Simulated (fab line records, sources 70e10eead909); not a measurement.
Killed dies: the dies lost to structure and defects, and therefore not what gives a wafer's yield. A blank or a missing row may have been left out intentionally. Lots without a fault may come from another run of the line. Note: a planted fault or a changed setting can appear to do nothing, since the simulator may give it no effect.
Struck lot and sound lot, side by side | flow nand-harc | 13 steps out of a route of 1302
Sound: wafers L162.2, L162.3, L162.6. Wafers L169.1, L169.2, L169.4 were the ones struck. Last of all comes the cause.
Per side, at each step with rows, come the tool, then ch with its chambers, and then its first start. Under that, the readings that differ: sound wafers | struck wafers | difference of the means | sigmas: that difference in standard deviations of wafers without a fault.
alike: a reading whose means differ by less than 2 such deviations, as well as words and numbers matching on both sides. not compared: withheld readings; readings where some wafer has no value; bounds like >300 that might hide an equal value; numbers whose values overlap and for which the record gives no deviation.
A row with sigmas, a row that says differs or no value, or rows on one side alone: a step with any of these is where the two part. Numbers that have no deviation but don't overlap get no sigmas and don't part them. A reading that every wafer of one side lacks parts them only if that side has two wafers or more.

NHARC_A_ONON_D2_THK_MEAS_34: measures by ellipsometry.
  sound on film-metro-02, day 16 09:01; struck on film-metro-01, day 19 16:45
  alike: thk-nm
NHARC_A_ONON_D2_INSPECT_32:
  sound on defect-inspect-02, day 16 09:05; struck on defect-inspect-01, day 19 16:51
  alike: raw-defect-count
NHARC_A_CHANNEL_HOLE_D2_DEP_00: deposits aC, target thk 3100 nm.
  sound on acl-dep-03 ch 0, day 16 10:23; struck on acl-dep-02 ch 0, day 19 17:38
  reading              | sound                | struck | difference                    | sigmas
  susceptor-temp-C (C) | 400.20 399.95 400.10 | - - -  | no value on the struck wafers |
  alike: throttle-valve-pct
NHARC_A_CHANNEL_HOLE_D2_DEP_01: deposits SiON, target thk 140 nm.
  sound on pecvd-01 ch 0,1, day 16 12:01; struck on pecvd-01 ch 0,1, day 19 19:34
  alike: heater-power-w, susceptor-temp-C
then, 7 steps without rows for these wafers: NHARC_A_CHANNEL_HOLE_D2_DEHYDRATE_02 (time 120 s); NHARC_A_CHANNEL_HOLE_D2_HMDS_03 (time 30 s); NHARC_A_CHANNEL_HOLE_D2_COAT_36 (time 75 s); NHARC_A_CHANNEL_HOLE_D2_COAT_37 (time 65 s); NHARC_A_CHANNEL_HOLE_D2_COAT_04 (resist thk 90 nm); NHARC_A_CHANNEL_HOLE_D2_SOFTBAKE_05 (time 55 s); NHARC_A_CHANNEL_HOLE_D2_EBR_06.
NHARC_A_CHANNEL_HOLE_D2_EXPOSE_07: exposes mask HOLE D2, target cd 100 nm.
  sound on arfi-scanner-01 ch 0, day 16 12:35; struck on arfi-scanner-01, day 19 20:09
  no value came back on the struck wafers for exposure-dose-mJ-cm2, focus-offset-nm (nm); on the sound wafers exposure-dose-mJ-cm2 reads 59.69 59.72 59.66
  alike: mask
then, 1 step without rows for these wafers: NHARC_A_CHANNEL_HOLE_D2_PEB_08 (peb time 65 s).

== WHERE THEY PART ==
Earliest at NHARC_A_CHANNEL_HOLE_D2_DEP_00; latest, in this record, at NHARC_A_CHANNEL_HOLE_D2_EXPOSE_07.

WHY: what had been put in by the simulator
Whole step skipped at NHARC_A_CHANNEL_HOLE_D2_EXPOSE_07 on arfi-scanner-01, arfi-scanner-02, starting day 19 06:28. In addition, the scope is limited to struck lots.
